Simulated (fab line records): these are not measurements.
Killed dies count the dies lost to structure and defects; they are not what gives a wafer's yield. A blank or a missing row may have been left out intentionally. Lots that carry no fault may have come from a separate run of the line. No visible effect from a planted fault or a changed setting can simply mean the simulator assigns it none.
Matching of chambers ; flow nand_harc ; NHARC_A_SLIT_ETCH_29 on rie_diel-06: 4 sister chambers
The step etches the open film in CF4/O2, target depth 100 nm, overetch 10 nm, time 55 s. 20 wafers are shown with their chamber, then 10 later ones without.

== WAFERS WITH THEIR CHAMBER ==
wafer;chamber;drypump_motor_current_A (A);rf_vpp_V (V);oes_product_au (a.u.)
L075.1;2;6.4;196.3;0.998
L075.3;3;4.8;200.3;0.997
L075.5;0;6.1;197.5;0.997
L076.1;2;6.4;195.8;0.995
L076.4;1;5.8;196.4;0.993
L076.5;1;5.8;199.2;0.984
L079.1;3;4.9;200.4;1.002
L079.2;0;6.1;196.2;0.987
L079.3;1;5.8;197.2;0.988
L080.1;2;6.4;196.3;0.999
L080.2;0;6.1;197.5;0.983
L080.6;1;5.8;198.2;0.998
L083.1;2;6.3;196.2;0.996
L083.2;1;5.8;198.4;0.998
L083.6;3;4.9;201.6;0.996
L085.1;0;6.1;198.3;0.991
L085.4;3;4.9;200.7;0.999
L085.5;3;4.9;199.5;1.009
L089.1;3;4.9;200.4;0.998
L089.2;0;6.1;199.8;0.990

SIGNATURES (averages over the wafers above)
reading;chamber 0;chamber 1;chamber 2;chamber 3;scatter within a chamber
drypump_motor_current_A;6.100;5.800;6.375;4.883;0.0315
rf_vpp_V;197.860;197.880;196.150;200.483;0.943
oes_product_au;0.98960;0.99220;0.99700;1.00017;0.0049
Rule: distance of a wafer from a chamber = root of the sum over the readings of ((wafer's reading minus chamber's mean) / reading's scatter) squared. The wafer belongs to the nearest chamber; if the next one is less than 2 further off, it can't be placed. How the scatter is found: for the shown wafers, subtract from each reading the mean of its chamber, square and add these, divide the total by (wafers less chambers), then take the root.

== WAFERS WITH NO CHAMBER GIVEN ==
wafer;drypump_motor_current_A (A);rf_vpp_V (V);oes_product_au (a.u.)
L089.6;4.9;197.8;1.001
L093.1;4.9;199.8;0.991
L093.3;5.8;197.6;0.996
L093.4;6.1;198.3;0.995
L094.1;5.8;198.8;0.997
L094.3;6.1;198.1;0.995
L094.6;6.4;195.6;0.993
L097.2;5.8;196.9;0.998
L097.3;4.9;199.3;0.996
L097.4;6.1;198.0;1.001

== WHICH CHAMBER EACH ONE RAN IN ==
wafer;from the rows above;in truth
L089.6;3;3
L093.1;3;3
L093.3;1;1
L093.4;0;0
L094.1;1;1
L094.3;0;0
L094.6;2;2
L097.2;1;1
L097.3;3;3
L097.4;0;0
Correctly placed: 10 of 10. Not placeable from these rows: 0. 0 placed wrongly.
